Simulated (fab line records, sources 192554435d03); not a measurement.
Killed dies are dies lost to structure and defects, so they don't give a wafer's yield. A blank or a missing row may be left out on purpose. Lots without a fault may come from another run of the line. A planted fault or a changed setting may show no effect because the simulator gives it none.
Which tool did it? | flow n5_finfet | 10 lots, 27 wafers sampled, at 2 steps of a route of 1938

WHAT THE GAUGES READ, wafer by wafer
N5_BEOL_M4_RC_MEAS_101.
lot  | measured     | on        | DIBL_N (mV/V)
L348 | day 8 01:04  | prober-01 | 39.6 35.4 37.8
L349 | day 9 05:10  | prober-01 | 35.7 36.3 37.7
L356 | day 10 14:53 | prober-02 | 38.5
L357 | day 10 16:55 | prober-02 | 34.7
L360 | day 11 14:02 | prober-02 | 39.4 34.7 35.5
L361 | day 11 13:43 | prober-01 | 34.1 35.7 35.5
L364 | day 12 20:48 | prober-02 | 34.6 30.4 39.2
L366 | day 13 05:25 | prober-02 | 38.8 37.5 37.8
L368 | day 13 10:34 | prober-01 | 33.4 37.3 35.5
L369 | day 13 11:31 | prober-02 | 36.7 37.7

WHICH TOOL RAN EACH LOT (tool, then ch and the chambers of the sampled wafers, then the start)
lot  | N5_FIN_CUT_ETCH_21
L348 | rie_diel-01 ch 0,1, day 2 16:16
L349 | rie_diel-02 ch 1,2,3, day 2 21:17
L356 | rie_diel-02 ch 2,3, day 4 14:55
L357 | rie_diel-02 ch 1,3, day 4 22:46
L360 | rie_diel-03 ch 1,2,3, day 5 15:20
L361 | rie_diel-01 ch 0,1, day 5 21:41
L364 | rie_diel-03 ch 0,2,3, day 6 15:44
L366 | rie_diel-03 ch 0,2, day 7 03:51
L368 | rie_diel-02 ch 1,2,3, day 7 17:20
L369 | rie_diel-02 ch 2,3, day 7 22:19
- N5_FIN_CUT_ETCH_21: etches SOC in N2/H2, target depth 219 nm, overetch 43.8 nm, time 523.5 s.

THE ANSWER, worked out from the rows above alone
Rule: what is usual is taken from the lots themselves. Put in order of their means at a reading, lots are off if they are a third of the lots or fewer, leave a main group of 4 or more, and stand apart from it by a gap of 3 or more times the standard deviation of the main group's means; of several such gaps the widest counts. A main group whose means are all the same, to the digits that the tables above print for the reading, isn't used. A lot without any number at a reading at which 4 lots or more have one is off too. The other lots that the step has rows for count as sound.
No lot is off at any reading shown: from this, nothing can be told.

WHAT THE SIMULATOR HAD PUT IN
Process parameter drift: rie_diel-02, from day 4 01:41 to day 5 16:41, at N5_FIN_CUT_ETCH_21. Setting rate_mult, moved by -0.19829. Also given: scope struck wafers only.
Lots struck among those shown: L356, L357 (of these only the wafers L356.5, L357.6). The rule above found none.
